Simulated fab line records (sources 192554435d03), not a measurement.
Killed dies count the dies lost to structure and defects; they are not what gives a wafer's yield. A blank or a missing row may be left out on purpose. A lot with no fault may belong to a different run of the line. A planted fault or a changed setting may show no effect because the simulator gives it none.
Matching of chambers | flow n5_finfet | N5_BEOL_M12_DEP_53 on pecvd-04 has 3 sister chambers
The step deposits SiCN from 3MS/NH3, target thk 30 nm, time 10.5 s. 16 wafers are shown with their chamber, then 8 later ones without.

WAFERS, EACH WITH ITS CHAMBER
wafer  | chamber | throttle_valve_pct (%) | showerhead_plenum_p_Torr (Torr) | chamber_pressure_Torr (Torr)
L078.1 | 0       | 17.4                   | 4.138                           | 2.996
L078.2 | 1       | 19.4                   | 4.142                           | 2.993
L078.3 | 2       | 16.4                   | 4.174                           | 2.995
L076.1 | 0       | 18.0                   | 4.152                           | 2.991
L076.4 | 0       | 17.5                   | 4.144                           | 2.988
L076.5 | 1       | 19.2                   | 4.139                           | 2.994
L079.2 | 2       | 16.6                   | 4.157                           | 2.991
L079.3 | 0       | 17.8                   | 4.145                           | 2.995
L079.5 | 2       | 16.7                   | 4.172                           | 2.986
L085.2 | 0       | 18.1                   | 4.142                           | 3.001
L085.4 | 1       | 19.2                   | 4.143                           | 3.006
L085.5 | 0       | 17.9                   | 4.144                           | 3.007
L087.2 | 0       | 17.9                   | 4.145                           | 3.007
L087.3 | 1       | 19.2                   | 4.148                           | 3.005
L087.4 | 1       | 19.4                   | 4.138                           | 3.005
L091.1 | 0       | 18.1                   | 4.148                           | 3.016

SIGNATURES (means of the wafers above)
reading                  | chamber 0 | chamber 1 | chamber 2 | scatter within a chamber
throttle_valve_pct       | 17.837    | 19.280    | 16.567    | 0.21
showerhead_plenum_p_Torr | 4.14475   | 4.14200   | 4.16767   | 0.0052
chamber_pressure_Torr    | 3.00013   | 3.00060   | 2.99067   | 0.00799
Rule: a wafer's distance from a chamber is the root of the sum, over the readings, of the square of ((its reading less the chamber's mean) divided by the reading's scatter). If the next closest chamber is less than 2 further off than the closest, the wafer can't be placed; otherwise it belongs to the closest. The scatter: the root of (the sum of the squares of (reading less its chamber's mean) over the shown wafers, divided by (wafers less chambers)).

WAFERS WITHOUT THEIR CHAMBER
wafer  | throttle_valve_pct (%) | showerhead_plenum_p_Torr (Torr) | chamber_pressure_Torr (Torr)
L091.2 | 17.0                   | 4.165                           | 3.001
L091.5 | 18.9                   | 4.148                           | 2.995
L095.2 | 17.1                   | 4.168                           | 2.996
L095.4 | 17.1                   | 4.161                           | 2.998
L095.6 | 19.3                   | 4.144                           | 3.000
L096.1 | 19.1                   | 4.142                           | 2.992
L096.2 | 17.2                   | 4.160                           | 3.008
L096.6 | 17.5                   | 4.173                           | 3.010

WHICH CHAMBER EACH WENT THROUGH
wafer  | from the rows above     | in truth
L091.2 | 2                       | 2
L091.5 | 1                       | 1
L095.2 | 2                       | 2
L095.4 | can't be placed: 2 or 0 | 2
L095.6 | 1                       | 1
L096.1 | 1                       | 1
L096.2 | can't be placed: 2 or 0 | 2
L096.6 | can't be placed: 2 or 0 | 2
5 of 8 placed correctly. Can't be placed from these rows: 3 (the true chamber is among the candidates in 3). Placed wrongly: 0.
